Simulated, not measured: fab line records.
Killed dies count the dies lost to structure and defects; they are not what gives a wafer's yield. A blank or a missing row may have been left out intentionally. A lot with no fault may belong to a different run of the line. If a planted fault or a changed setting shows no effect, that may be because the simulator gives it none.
Problem report, 8D (eight disciplines) form, completed by code    flow n5-finfet    the parts of the form that need people (team, actions taken, sign-off) are left out

1. PROBLEM STATEMENT
Mean of bias-w at N5_PMOS_HMC_CHANNEL_EPI_ETCH_38: 427.9 W across 2 wafers in 2 lots; on wafers with no fault it is 400.0 W (standard deviation 1.3). Relative to the usual mean, that is a shift of +21 standard deviations.
The step: etches SiO2 in CF4, target depth 1.5 nm.
Earliest sighting: wafer L728.2 on rie-si-05 at day 5 05:38. Wafers with a number at this step in the record: 35, from 13 lots. The rule behind "out" and "out of limits": a value lying over 4 standard deviations away from the usual mean. Any other wafer with a number is counted as sound.

2. WHAT IT IS; WHAT IT IS NOT
question                     is                is not
which readings at this step  bias-w            drypump-motor-current-A, oes-product-au, throttle-valve-pct
which lots                   L728, L731        L715, L717, L719, L721, L722, L723, L724, L727, L734, L735, L736
which wafers of those lots   L728.2, L731.3    L728.1, L728.6
read on which tools          rie-si-05         rie-si-01, rie-si-03
when                         from day 5 05:38  up to then (25 sound wafers); but 8 sound wafers of L734, L735, L736 came after

3. WHAT RULES OUT EACH SUSPECT
Counting: if a tool at a process step up to the reading ran every lot that is out, it stays a suspect. Sound lots after the first of them don't rule it out here, since some wafers of a struck lot are sound.
- rie-si-05 at N5_PMOS_HMC_CHANNEL_EPI_ETCH_38 (etches SiO2 in CF4, target depth 1.5 nm): kept. Every lot that is out went through it, the first being L728 (day 5 05:38); the last sound lot it ran before that was L724 (day 4 06:07). Out on those wafers are its own readings of bias-w.
- At N5_PMOS_HMC_CHANNEL_EPI_ETCH_38 on rie-si-05, chamber 2 took the sound wafers of the same lots and chamber 3 took the wafers that are out.
After counting, what remains is rie-si-05 at N5_PMOS_HMC_CHANNEL_EPI_ETCH_38.

4. THE CAUSE (what the simulator had put in)
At N5_PMOS_HMC_CHANNEL_EPI_ETCH_38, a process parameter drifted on rie-si-05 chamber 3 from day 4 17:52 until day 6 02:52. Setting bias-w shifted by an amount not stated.
The count eliminated every tool but this one.

5. THE EFFECT CHAIN, in route order
Each row: a reading whose mean over the struck wafers that have a number lies more than 3 standard deviations from the usual. Scope: only readings with a usual standard deviation given in the record; hours: median across lots of the time from each lot's start at the first step in this table that gives one to its start at this step; sigmas: change in usual standard deviations.
hours  step                             reading  usual    on struck wafers  change  sigmas
0      N5_PMOS_HMC_CHANNEL_EPI_ETCH_38  bias-w   400.0 W  427.9             +27.9   +21
It contains these process steps:
- N5_PMOS_HMC_CHANNEL_EPI_ETCH_38: etches SiO2 in CF4, target depth 1.5 nm.

6. WHAT WOULD HAVE CAUGHT IT SOONER
The fault began at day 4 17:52; the first out-of-limits reading in this record came at day 5 05:38, 12 hours later.
